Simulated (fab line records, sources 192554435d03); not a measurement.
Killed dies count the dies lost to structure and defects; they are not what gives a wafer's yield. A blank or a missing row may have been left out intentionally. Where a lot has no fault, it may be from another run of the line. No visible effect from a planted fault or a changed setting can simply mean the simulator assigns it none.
fab line records    flow n5_finfet    part 1 of 2: steps 1 to 4 of 6
record lots=19  wafers=57  last_day=18
route steps=1938 shown BEOL_M9@1447 BEOL_M10@1507 BEOL_M11@1554
lots with no fault: from the same line, run without faults
start_h: start of the lot's first displayed wafer, in hours after the record's first day    wait_h: how many hours have passed since the lot's step before this one    " unchanged from the row above    L1.1+2: one row covering several wafers at once    - no value, or no start given    * or withheld: withheld    < > ~ a bound
route shown NAME@n: names a module that has steps shown in the file, with the first one's number in the route    usual: mean and standard deviation over wafers with no fault    same: alike in all rows    chamber/n: place in a boat    sites: per-site readings    _std_site: standard deviation across them    _edge_site: mean of outer sites minus mean of inner sites    radius_mm: how far each site lies from the wafer's centre    mask NAME#n: copy n    behind: the most recent tool/chamber to have shaped the wafer    hold: reason for holding the lot/hours on hold/outcome of the hold    device: whichever transistor did not switch (one of n, p or np)    end of line: the tests these same wafers got at the end of their route    a step without rows: its recipe alone    killed: at the first sort, the dies lost to defects and structure; wafer yield is something else    map: per-die view of a wafer (x killed, . not killed, _ where there is no die)
set.NAME: the setting the step ran with; set.NAME@STEP: the setting that earlier step ran with    model.NAME: the simulator's own value behind a step, which no gauge read
steps of the route over a sample of lots; a table a step, a row a wafer
services: when a tool's chamber went out of use (start_h, in hours from the record's first day, below 0 if earlier), for how many hours, and the reason
## steps
# step N5_BEOL_M9_ETCH_41
# recipe chemistry=CH3F/O2  target=SiCN  target_depth_a=366  taper_deg=2  time_s=70.1  ion_energy_ev=120  mask_material=TiN  pressure_mtorr=30  source_w=395  bias_w=75  Ar_flow_sccm=150  CH3F_flow_sccm=30  O2_flow_sccm=20
# usual chamber_pressure_mTorr=30.000/0.027  drypump_motor_current_A=5.8/0.38  oes_product_au=0.79/0.1  rf_vpp_V=297.7/1.7  showerhead_plenum_p_Torr=2.02/0.082  throttle_valve_pct=16.32/0.23
lot.wafer  tool         chamber  start_h  wait_h  chamber_pressure_mTorr  drypump_motor_current_A  oes_product_au  rf_hours_counter_h  rf_vpp_V  showerhead_plenum_p_Torr  throttle_valve_pct
L074.3     rie_diel-06  1        -        -       29.961                  5.8                      0.84            -                   297.9     2.05                      16.31
L074.4     "            1        "        "       29.986                  5.8                      0.84            -                   297.6     2.05                      16.30
L074.5     "            1        "        "       29.977                  5.9                      0.84            -                   297.1     2.05                      16.29
L075.2     rie_diel-05  3        -        -       29.988                  5.8                      0.71            196                 298.4     2.08                      16.58
L075.5     "            0        "        "       30.075                  5.6                      0.75            -                   295.4     1.92                      16.50
L075.6     "            1        "        "       30.029                  6.1                      0.69            -                   296.2     1.90                      16.15
L076.1     rie_diel-05  0        -        -       30.022                  5.6                      0.74            152                 295.6     1.91                      16.53
L076.4     "            0        "        "       30.013                  5.6                      0.74            -                   295.6     1.91                      16.54
L076.6     "            3        "        "       30.007                  5.7                      0.71            -                   297.6     2.08                      16.58
L078.1     rie_diel-06  3        -        -       29.985                  6.3                      0.76            110                 296.5     2.02                      16.34
L078.2     "            2        "        "       29.990                  6.3                      0.69            215                 298.2     1.98                      16.32
L078.5     "            3        "        "       30.009                  6.3                      0.77            -                   297.9     2.02                      16.35
L077.3     rie_diel-05  0        -        -       29.982                  5.6                      0.73            159                 294.4     1.91                      16.54
L077.5     "            2        "        "       30.008                  5.6                      0.97            -                   298.9     2.04                      16.09
L077.6     "            1        "        "       29.997                  6.1                      0.69            -                   294.5     1.89                      16.15
L079.3     rie_diel-05  3        -        -       29.967                  5.8                      0.71            210                 297.1     2.08                      16.59
L079.4     "            1        "        "       30.039                  6.1                      0.68            243                 294.4     1.89                      16.17
L079.6     "            1        "        "       30.027                  6.1                      0.69            -                   295.9     1.89                      16.15
L082.2     rie_diel-05  0        -        -       30.007                  5.5                      0.73            160                 297.4     1.91                      16.54
L082.3     "            2        "        "       29.962                  5.6                      0.97            5                   298.7     2.04                      16.06
L082.6     "            1        "        "       29.969                  6.1                      0.68            -                   296.8     1.89                      16.17
L081.1     rie_diel-06  2        -        -       30.003                  6.4                      0.69            219                 296.6     1.98                      16.29
L081.5     "            0        "        "       30.016                  4.9                      0.94            -                   300.4     2.14                      16.47
L081.6     "            1        "        "       30.014                  5.9                      0.81            -                   297.2     2.04                      16.34
L084.1     rie_diel-06  1        -        -       30.038                  5.8                      0.81            78                  296.5     2.04                      16.36
L084.3     "            0        "        "       29.995                  4.9                      0.94            10                  299.4     2.14                      16.46
L084.4     "            3        "        "       29.992                  6.3                      0.77            120                 297.4     2.01                      16.37
L085.1     rie_diel-01  0        -        -       30.021                  5.5                      0.78            104                 299.5     2.11                      16.45
L085.4     "            1        "        "       30.003                  6.3                      0.76            185                 299.2     2.08                      16.05
L085.6     "            3        "        "       29.989                  5.7                      0.68            -                   298.7     2.06                      16.34
L086.1     rie_diel-01  2        -        -       29.986                  6.4                      0.71            208                 297.0     1.90                      16.27
L086.3     "            3        "        "       29.985                  5.7                      0.69            232                 298.5     2.06                      16.34
L086.5     "            2        "        "       29.971                  6.4                      0.70            -                   296.0     1.90                      16.27
L088.1     rie_diel-06  3        -        -       29.978                  6.3                      0.76            125                 298.1     2.01                      16.38
L088.3     "            0        "        "       29.968                  4.9                      0.92            15                  300.3     2.14                      16.50
L088.4     "            1        "        "       29.999                  5.8                      0.80            83                  299.0     2.04                      16.35
L087.1     rie_diel-05  2        -        -       29.974                  5.6                      0.92            21                  298.2     2.04                      16.11
L087.4     "            2        "        "       29.940                  5.6                      0.91            -                   298.5     2.04                      16.12
L087.5     "            0        "        "       30.018                  5.5                      0.72            -                   296.6     1.91                      16.57
L089.1     rie_diel-06  0        -        -       30.008                  4.9                      0.91            20                  300.0     2.14                      16.49
L089.4     "            0        "        "       30.052                  4.9                      0.91            -                   298.8     2.14                      16.50
L089.5     "            1        "        "       30.005                  5.8                      0.80            -                   296.2     2.04                      16.38
L090.1     rie_diel-05  2        -        -       30.013                  5.6                      0.90            27                  298.2     2.03                      16.12
L090.2     "            1        "        "       29.984                  6.1                      0.95            3                   299.8     2.14                      15.74
L090.5     "            2        "        "       30.015                  5.6                      0.90            -                   298.0     2.03                      16.13
L091.2     rie_diel-05  2        -        -       30.043                  5.6                      0.91            29                  298.5     2.03                      16.11
L091.3     "            3        "        "       30.016                  5.7                      0.68            236                 298.5     2.07                      16.64
L091.6     "            1        "        "       30.010                  6.1                      0.96            -                   299.9     2.14                      15.74
L092.2     rie_diel-05  1        -        -       29.999                  6.1                      0.95            5                   298.8     2.14                      15.73
L092.3     "            2        "        "       30.035                  5.6                      0.90            29                  298.0     2.03                      16.13
L092.4     "            0        "        "       29.974                  5.6                      0.71            185                 295.0     1.90                      16.59
L096.1     rie_diel-05  1        -        -       29.987                  6.1                      0.91            16                  300.0     2.13                      15.75
L096.3     "            0        "        "       29.964                  5.6                      0.71            197                 293.7     1.90                      16.62
L096.5     "            3        "        "       29.974                  5.8                      0.67            -                   298.4     2.06                      16.67
L097.1     rie_diel-01  1        -        -       30.012                  6.3                      0.75            211                 297.7     2.07                      16.09
L097.3     "            2        "        "       30.035                  6.4                      0.69            231                 295.2     1.89                      16.31
L097.5     "            2        "        "       30.059                  6.4                      0.69            -                   295.8     1.89                      16.31
# step N5_BEOL_M10_ETCH_66
# recipe chemistry=N2/H2  target=SOC  target_depth_a=1200  overetch_a=240  mask_material=SiARC  temp_c=40  time_s=180  ion_energy_ev=200  pressure_mtorr=30  source_w=840  bias_w=150  n2_flow_sccm=200  h2_flow_sccm=200
# usual chamber_pressure_mTorr=29.999/0.027  drypump_motor_current_A=5.8/0.48  n2_flow_sccm=200.0/0.66  oes_product_au=0.66/0.071  rf_vpp_V=525.0/2.4  showerhead_plenum_p_Torr=2.58/0.089  throttle_valve_pct=17.70/0.19
lot.wafer  tool         chamber  start_h  wait_h  chamber_pressure_mTorr  drypump_motor_current_A  n2_flow_sccm  oes_product_au  rf_hours_counter_h  rf_vpp_V  showerhead_plenum_p_Torr  throttle_valve_pct
L074.3     rie_diel-03  0        214.88   0.0     29.922                  5.6                      199.7         0.58            206                 524.1     2.53                      17.95
L074.4     "            1        "        "       30.003                  5.3                      200.8         0.66            87                  525.2     2.58                      17.54
L074.5     "            1        "        "       30.037                  5.3                      199.7         0.67            -                   525.5     2.58                      17.56
L075.2     rie_diel-03  0        224.86   0.0     29.979                  5.6                      199.4         0.58            208                 521.9     2.53                      17.93
L075.5     "            2        "        "       30.000                  5.4                      200.0         0.63            -                   525.0     2.54                      17.57
L075.6     "            3        "        "       29.969                  5.7                      199.6         0.75            -                   529.5     2.70                      17.57
L076.1     rie_diel-04  3        241.25   0.0     30.011                  6.5                      201.1         0.68            61                  525.1     2.58                      17.80
L076.4     "            1        "        "       30.004                  6.3                      199.8         0.75            -                   522.6     2.49                      17.38
L076.6     "            3        "        "       29.983                  6.4                      200.1         0.69            -                   526.0     2.58                      17.80
L077.3     rie_diel-02  0        260.11   0.0     29.976                  5.3                      199.1         0.56            232                 521.0     2.39                      17.60
L077.5     "            3        "        "       29.983                  5.6                      200.3         0.57            -                   523.4     2.52                      17.87
L077.6     "            0        "        "       30.003                  5.3                      198.0         0.56            -                   520.7     2.39                      17.61
L079.3     rie_diel-04  0        260.36   0.0     30.010                  6.7                      201.1         0.71            30                  528.3     2.72                      17.86
L079.4     "            2        "        "       30.017                  5.6                      198.4         0.79            2                   529.1     2.72                      17.54
L079.6     "            1        "        "       29.998                  6.3                      200.3         0.73            -                   522.9     2.49                      17.39
L078.1     rie_diel-03  1        260.75   0.0     30.009                  5.3                      198.7         0.65            102                 523.5     2.57                      17.59
L078.2     "            3        "        "       29.983                  5.7                      199.5         0.74            26                  527.3     2.69                      17.60
L078.5     "            1        "        "       29.991                  5.3                      199.7         0.65            -                   524.4     2.57                      17.58
L082.2     rie_diel-02  3        265.54   0.0     30.104                  5.6                      200.6         0.58            206                 522.8     2.52                      17.86
L082.3     "            0        "        "       30.028                  5.3                      200.6         0.56            234                 520.3     2.39                      17.61
L082.6     "            3        "        "       30.007                  5.6                      200.6         0.57            -                   522.7     2.52                      17.88
L081.1     rie_diel-02  3        272.71   0.0     30.038                  5.6                      200.0         0.57            210                 521.9     2.51                      17.88
L081.5     "            1        "        "       29.994                  6.3                      200.5         0.56            -                   526.4     2.61                      17.96
L081.6     "            3        "        "       29.989                  5.6                      200.1         0.57            -                   525.1     2.52                      17.87
L084.1     rie_diel-04  0        291.86   0.0     29.997                  6.7                      200.0         0.68            41                  527.8     2.71                      17.85
L084.3     "            1        "        "       29.996                  6.3                      200.4         0.72            33                  522.3     2.48                      17.42
L084.4     "            3        "        "       30.019                  6.4                      200.3         0.66            80                  525.7     2.57                      17.86
L085.1     rie_diel-02  1        298.74   0.0     30.011                  6.2                      200.8         0.78            4                   525.9     2.61                      17.53
L085.4     "            2        "        "       30.017                  5.3                      199.5         0.77            12                  526.1     2.62                      17.98
L085.6     "            2        "        "       30.028                  5.2                      198.6         0.77            -                   526.2     2.62                      17.99
L086.1     rie_diel-02  3        305.05   0.0     30.015                  5.6                      199.9         0.56            224                 524.4     2.51                      17.91
L086.3     "            2        "        "       30.012                  5.2                      201.3         0.76            14                  525.2     2.62                      18.01
L086.5     "            1        "        "       29.974                  6.2                      200.3         0.76            -                   527.2     2.61                      17.53
L088.1     rie_diel-02  3        308.73   0.0     30.009                  5.6                      199.7         0.56            226                 523.6     2.51                      17.91
L088.3     "            1        "        "       29.997                  6.3                      200.4         0.77            8                   525.8     2.61                      17.52
L088.4     "            2        "        "       29.978                  5.2                      200.1         0.75            -                   524.7     2.62                      18.01
L087.1     rie_diel-03  3        312.17   0.0     29.996                  5.7                      200.4         0.71            42                  528.9     2.68                      17.63
L087.4     "            2        "        "       29.938                  5.4                      200.2         0.61            -                   523.9     2.53                      17.61
L087.5     "            3        "        "       30.025                  5.7                      199.9         0.71            -                   529.2     2.68                      17.64
L089.1     rie_diel-04  1        326.80   0.0     30.038                  6.3                      199.9         0.71            45                  523.0     2.48                      17.46
L089.4     "            3        "        "       29.980                  6.4                      200.1         0.66            93                  524.2     2.56                      17.87
L089.5     "            2        "        "       30.043                  5.6                      200.8         0.74            -                   527.0     2.71                      17.58
L090.1     rie_diel-03  1        330.38   0.0     29.987                  5.3                      200.1         0.63            124                 523.8     2.56                      17.63
L090.2     "            0        "        "       29.985                  5.6                      200.1         0.56            240                 522.7     2.52                      18.01
L090.5     "            1        "        "       30.011                  5.3                      200.1         0.63            -                   525.5     2.56                      17.63
L091.2     rie_diel-04  2        332.47   0.0     30.044                  5.6                      199.8         0.73            28                  529.3     2.71                      17.61
L091.3     "            1        "        "       30.024                  6.3                      200.3         0.70            47                  522.4     2.48                      17.44
L091.6     "            0        "        "       30.021                  6.7                      200.3         0.66            -                   529.3     2.71                      17.91
L092.2     rie_diel-03  0        332.94   0.0     29.998                  5.6                      198.9         0.56            241                 522.7     2.52                      18.02
L092.3     "            2        "        "       30.008                  5.4                      200.2         0.61            151                 523.9     2.52                      17.62
L092.4     "            1        "        "       29.975                  5.3                      201.1         0.63            125                 523.9     2.56                      17.62
L096.1     rie_diel-04  0        370.00   0.0     29.962                  6.7                      200.1         0.66            65                  528.9     2.70                      17.93
L096.3     "            3        "        "       30.013                  6.4                      201.3         0.65            102                 524.4     2.56                      17.89
L096.5     "            1        "        "       30.019                  6.3                      200.8         0.69            -                   521.9     2.47                      17.45
L097.1     rie_diel-04  3        372.73   0.0     30.018                  6.4                      199.3         0.64            103                 526.2     2.56                      17.89
L097.3     "            2        "        "       29.967                  5.7                      199.8         0.71            38                  528.7     2.71                      17.60
L097.5     "            0        "        "       29.995                  6.7                      200.6         0.66            -                   527.6     2.70                      17.93
# step N5_BEOL_M10_STRIP_36
# recipe chemistry=N2/H2  power_w=450  temp_c=40  pressure_mtorr=20  rf_frequency_hz=6e+07  overash_fraction=0.3  bias_power_w=7  h2_frac=0.5  n2_flow_sccm=200  h2_flow_sccm=200
# usual chamber_pressure_mTorr=20.00/0.037  drypump_motor_current_A=5.8/0.47  n2_flow_sccm=200.0/0.61  oes_product_au=0.82/0.091  rf_vpp_V=59.3/1.9  showerhead_plenum_p_Torr=2.58/0.089  throttle_valve_pct=23.51/0.26
lot.wafer  tool         chamber  start_h  wait_h  chamber_pressure_mTorr  drypump_motor_current_A  n2_flow_sccm  oes_product_au  rf_hours_counter_h  rf_vpp_V  showerhead_plenum_p_Torr  throttle_valve_pct
L074.3     rie_diel-03  0        215.07   0.0     19.94                   5.6                      200.6         0.70            206                 62.9      2.53                      24.03
L074.4     "            1        "        "       19.97                   5.3                      200.5         0.82            88                  57.8      2.57                      23.40
L074.5     "            1        "        "       20.02                   5.3                      198.8         0.83            -                   57.5      2.57                      23.34
L075.2     rie_diel-03  0        225.04   0.0     20.00                   5.6                      199.7         0.72            208                 59.2      2.53                      24.00
L075.5     "            2        "        "       19.97                   5.4                      198.7         0.77            -                   59.7      2.53                      23.32
L075.6     "            3        "        "       20.00                   5.7                      200.1         0.94            -                   59.5      2.69                      23.32
L076.1     rie_diel-04  3        241.43   0.0     20.07                   6.4                      199.3         0.86            61                  61.3      2.57                      23.61
L076.4     "            1        "        "       19.94                   6.3                      200.7         0.94            -                   59.4      2.49                      23.20
L076.6     "            3        "        "       20.04                   6.4                      200.5         0.84            -                   59.2      2.57                      23.58
L077.3     rie_diel-02  0        260.29   0.0     20.03                   5.3                      200.6         0.70            233                 57.4      2.38                      23.31
L077.5     "            3        "        "       19.98                   5.6                      200.2         0.71            -                   61.5      2.51                      23.69
L077.6     "            0        "        "       19.99                   5.3                      200.0         0.70            -                   56.1      2.38                      23.35
L079.3     rie_diel-04  0        260.55   0.0     19.98                   6.7                      200.3         0.88            31                  61.1      2.71                      23.72
L079.4     "            2        "        "       20.00                   5.6                      200.4         0.97            3                   61.4      2.72                      23.28
L079.6     "            1        "        "       19.93                   6.3                      200.0         0.93            -                   58.6      2.48                      23.21
L078.1     rie_diel-03  1        260.93   0.0     20.01                   5.3                      199.9         0.81            102                 58.5      2.57                      23.36
L078.2     "            3        "        "       19.95                   5.6                      200.3         0.90            26                  59.5      2.69                      23.36
L078.5     "            1        "        "       19.98                   5.3                      199.4         0.80            -                   58.4      2.57                      23.36
L082.2     rie_diel-02  3        265.73   0.0     19.97                   5.6                      199.1         0.70            206                 58.3      2.51                      23.66
L082.3     "            0        "        "       19.99                   5.3                      199.5         0.69            234                 60.2      2.38                      23.32
L082.6     "            3        "        "       19.94                   5.6                      199.1         0.70            -                   60.0      2.51                      23.68
L081.1     rie_diel-02  3        272.90   0.0     19.93                   5.6                      199.5         0.71            210                 58.4      2.51                      23.69
L081.5     "            1        "        "       19.95                   6.2                      200.9         0.69            -                   59.4      2.61                      23.81
L081.6     "            3        "        "       20.09                   5.7                      199.1         0.70            -                   56.1      2.51                      23.70
L084.1     rie_diel-04  0        292.05   0.0     20.00                   6.7                      200.5         0.86            41                  61.5      2.71                      23.72
L084.3     "            1        "        "       20.05                   6.3                      199.9         0.90            33                  60.5      2.48                      23.19
L084.4     "            3        "        "       19.98                   6.5                      199.7         0.84            80                  58.0      2.56                      23.63
L085.1     rie_diel-02  1        298.93   0.0     19.98                   6.2                      200.2         0.96            4                   57.9      2.61                      23.43
L085.4     "            2        "        "       19.96                   5.3                      199.5         0.97            12                  59.0      2.62                      24.05
L085.6     "            2        "        "       20.02                   5.2                      199.1         0.97            -                   55.5      2.62                      24.05
L086.1     rie_diel-02  3        305.23   0.0     19.98                   5.6                      200.5         0.70            224                 56.8      2.51                      23.69
L086.3     "            2        "        "       20.01                   5.3                      200.4         0.94            14                  61.1      2.62                      24.03
L086.5     "            1        "        "       20.04                   6.3                      199.8         0.96            -                   61.0      2.61                      23.43
L088.1     rie_diel-02  3        308.92   0.0     20.05                   5.6                      200.1         0.71            226                 60.1      2.50                      23.74
L088.3     "            1        "        "       19.98                   6.2                      199.2         0.93            9                   57.3      2.60                      23.40
L088.4     "            2        "        "       20.03                   5.2                      200.3         0.96            -                   58.6      2.62                      24.05
L087.1     rie_diel-03  3        312.35   0.0     20.04                   5.7                      198.6         0.88            42                  59.9      2.68                      23.40
L087.4     "            2        "        "       19.94                   5.5                      200.6         0.75            -                   57.8      2.52                      23.39
L087.5     "            3        "        "       20.01                   5.7                      199.2         0.89            -                   60.8      2.68                      23.40
L089.1     rie_diel-04  1        326.98   0.0     19.92                   6.3                      199.9         0.89            45                  61.8      2.47                      23.19
L089.4     "            3        "        "       20.02                   6.4                      199.7         0.81            93                  64.8      2.56                      23.67
L089.5     "            2        "        "       20.02                   5.6                      200.7         0.91            -                   61.7      2.71                      23.32
L090.1     rie_diel-03  1        330.57   0.0     19.96                   5.3                      200.4         0.79            124                 61.7      2.56                      23.35
L090.2     "            0        "        "       20.02                   5.6                      199.5         0.69            240                 60.5      2.51                      24.08
L090.5     "            1        "        "       20.05                   5.3                      200.7         0.79            -                   59.5      2.56                      23.36
L091.2     rie_diel-04  2        332.66   0.0     20.06                   5.6                      199.7         0.90            28                  59.3      2.71                      23.36
L091.3     "            1        "        "       19.94                   6.3                      200.2         0.88            47                  58.0      2.47                      23.22
L091.6     "            0        "        "       20.05                   6.7                      200.2         0.83            -                   60.6      2.70                      23.76
L092.2     rie_diel-03  0        333.13   0.0     19.96                   5.6                      201.5         0.68            241                 61.7      2.51                      24.05
L092.3     "            2        "        "       19.97                   5.4                      199.9         0.74            151                 61.7      2.52                      23.36
L092.4     "            1        "        "       20.04                   5.3                      199.6         0.79            125                 60.1      2.56                      23.36
L096.1     rie_diel-04  0        370.19   0.0     20.05                   6.7                      198.9         0.83            65                  58.4      2.70                      23.77
L096.3     "            3        "        "       19.96                   6.4                      200.7         0.79            102                 62.5      2.56                      23.65
L096.5     "            1        "        "       19.99                   6.3                      200.2         0.87            -                   60.8      2.47                      23.20
L097.1     rie_diel-04  3        372.91   0.0     20.00                   6.4                      199.9         0.80            103                 58.4      2.56                      23.63
L097.3     "            2        "        "       19.94                   5.6                      200.4         0.91            38                  62.5      2.70                      23.34
L097.5     "            0        "        "       20.02                   6.7                      199.6         0.81            -                   60.1      2.70                      23.78
# step N5_BEOL_M10_CURE_72
# recipe temp_c=370  time_s=120  ambient=DMADMS/He  material=SiCOH_lowk
# usual lamp_power_pct=52.31/0.054  wafer_temp_C_max=371.6/0.64
lot.wafer  tool        chamber  start_h  wait_h  lamp_power_pct  wafer_temp_C_max
L074.3     uv_cure-01  0        215.64   0.2     52.27           373.0
L074.4     "           0        "        "       52.38           373.0
L074.5     "           0        "        "       52.32           373.2
L075.2     uv_cure-01  2        225.52   0.1     52.22           371.2
L075.5     "           2        "        "       52.41           371.1
L075.6     "           2        "        "       52.41           371.7
L076.1     uv_cure-02  2        241.85   0.0     52.37           372.0
L076.4     "           2        "        "       52.24           372.3
L076.6     "           2        "        "       52.27           371.7
L077.3     uv_cure-03  1        260.91   0.2     52.24           371.5
L077.5     "           1        "        "       52.30           371.6
L077.6     "           1        "        "       52.25           371.5
L079.3     uv_cure-01  1        261.06   0.1     52.30           373.9
L079.4     "           1        "        "       52.33           372.1
L079.6     "           1        "        "       52.31           372.6
L078.1     uv_cure-02  2        261.35   0.0     52.35           372.5
L078.2     "           2        "        "       52.27           371.9
L078.5     "           2        "        "       52.40           371.6
L082.2     uv_cure-01  1        266.21   0.1     52.23           373.4
L082.3     "           1        "        "       52.26           372.4
L082.6     "           1        "        "       52.37           373.6
L081.1     uv_cure-02  0        273.31   0.0     52.29           371.1
L081.5     "           0        "        "       52.27           371.6
L081.6     "           0        "        "       52.36           371.8
L084.1     uv_cure-01  2        292.47   0.0     52.20           370.9
L084.3     "           2        "        "       52.29           371.2
L084.4     "           2        "        "       52.29           370.8
L085.1     uv_cure-01  2        299.34   0.0     52.35           371.2
L085.4     "           2        "        "       52.32           371.3
L085.6     "           2        "        "       52.25           371.1
L086.1     uv_cure-02  0        305.65   0.0     52.30           371.0
L086.3     "           0        "        "       52.43           370.9
L086.5     "           0        "        "       52.22           371.0
L088.1     uv_cure-02  1        309.40   0.0     52.28           372.0
L088.3     "           1        "        "       52.33           372.1
L088.4     "           1        "        "       52.28           372.1
L087.1     uv_cure-01  2        312.78   0.0     52.31           370.7
L087.4     "           2        "        "       52.39           371.1
L087.5     "           2        "        "       52.26           371.1
L089.1     uv_cure-02  2        327.40   0.0     52.24           371.7
L089.4     "           2        "        "       52.38           371.2
L089.5     "           2        "        "       52.35           371.8
L090.1     uv_cure-01  0        330.98   0.0     52.39           371.8
L090.2     "           0        "        "       52.33           372.0
L090.5     "           0        "        "       52.31           372.4
L091.2     uv_cure-03  0        333.13   0.1     52.42           371.3
L091.3     "           0        "        "       52.44           370.9
L091.6     "           0        "        "       52.32           371.0
L092.2     uv_cure-03  0        333.59   0.1     52.29           371.2
L092.3     "           0        "        "       52.28           371.2
L092.4     "           0        "        "       52.32           370.8
L096.1     uv_cure-01  2        370.61   0.0     52.42           371.1
L096.3     "           2        "        "       52.31           371.6
L096.5     "           2        "        "       52.23           370.8
L097.1     uv_cure-03  2        373.49   0.2     52.28           371.3
L097.3     "           2        "        "       52.34           371.2
L097.5     "           2        "        "       52.28           372.1
